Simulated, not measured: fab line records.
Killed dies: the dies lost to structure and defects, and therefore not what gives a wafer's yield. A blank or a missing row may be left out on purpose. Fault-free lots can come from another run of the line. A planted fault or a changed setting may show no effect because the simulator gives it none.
Matching of chambers :: flow n5-finfet :: 4 sister chambers for N5_GATE_CUT_CMP_23 on cmp-01
The step polishes, stops on SiO2, t overpolish 23.4 s, target thk 16 nm. 4 wafers are shown with their chamber, then 7 later ones without.

== WAFERS PAIRED WITH THEIR CHAMBERS ==
wafer: L080.6
chamber: 1
motor-current-A (A): 9.8

wafer: L086.5
chamber: 3
motor-current-A (A): 9.8

wafer: L087.1
chamber: 0
motor-current-A (A): 8.0

wafer: L087.3
chamber: 2
motor-current-A (A): 10.8

== WAFERS WITH NO CHAMBER GIVEN ==
wafer: L087.6
motor-current-A (A): 9.6

wafer: L093.2
motor-current-A (A): 9.8

wafer: L093.3
motor-current-A (A): 9.3

wafer: L093.5
motor-current-A (A): 10.8

wafer: L096.1
motor-current-A (A): 10.2

wafer: L096.2
motor-current-A (A): 9.8

wafer: L096.5
motor-current-A (A): 8.8

== EACH ONE'S CHAMBER ==
wafer: L087.6
from the rows above: can't be placed: 1 or 3
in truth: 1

wafer: L093.2
from the rows above: can't be placed: 1 or 3
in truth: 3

wafer: L093.3
from the rows above: can't be placed: 1 or 3
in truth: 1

wafer: L093.5
from the rows above: 2
in truth: 2

wafer: L096.1
from the rows above: can't be placed: 1 or 3 or 2
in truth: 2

wafer: L096.2
from the rows above: can't be placed: 1 or 3
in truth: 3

wafer: L096.5
from the rows above: can't be placed: 0 or 1 or 3
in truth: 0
Placed correctly: 1 of 7. Not placeable from these rows: 6 (in 6, the candidates include the true chamber). 0 placed wrongly.
How it was worked out, from the rows above alone: a wafer's distance from a chamber is the root of the sum, over the readings, of the square of ((its reading less the chamber's mean) divided by the reading's scatter). The wafer belongs to the nearest chamber; if the next one is less than 2 further off, it can't be placed. A chamber's mean is the mean of its shown wafers. The scatter: root of mean squared gap, hidden wafer to nearest shown wafer, with one shown wafer a chamber.
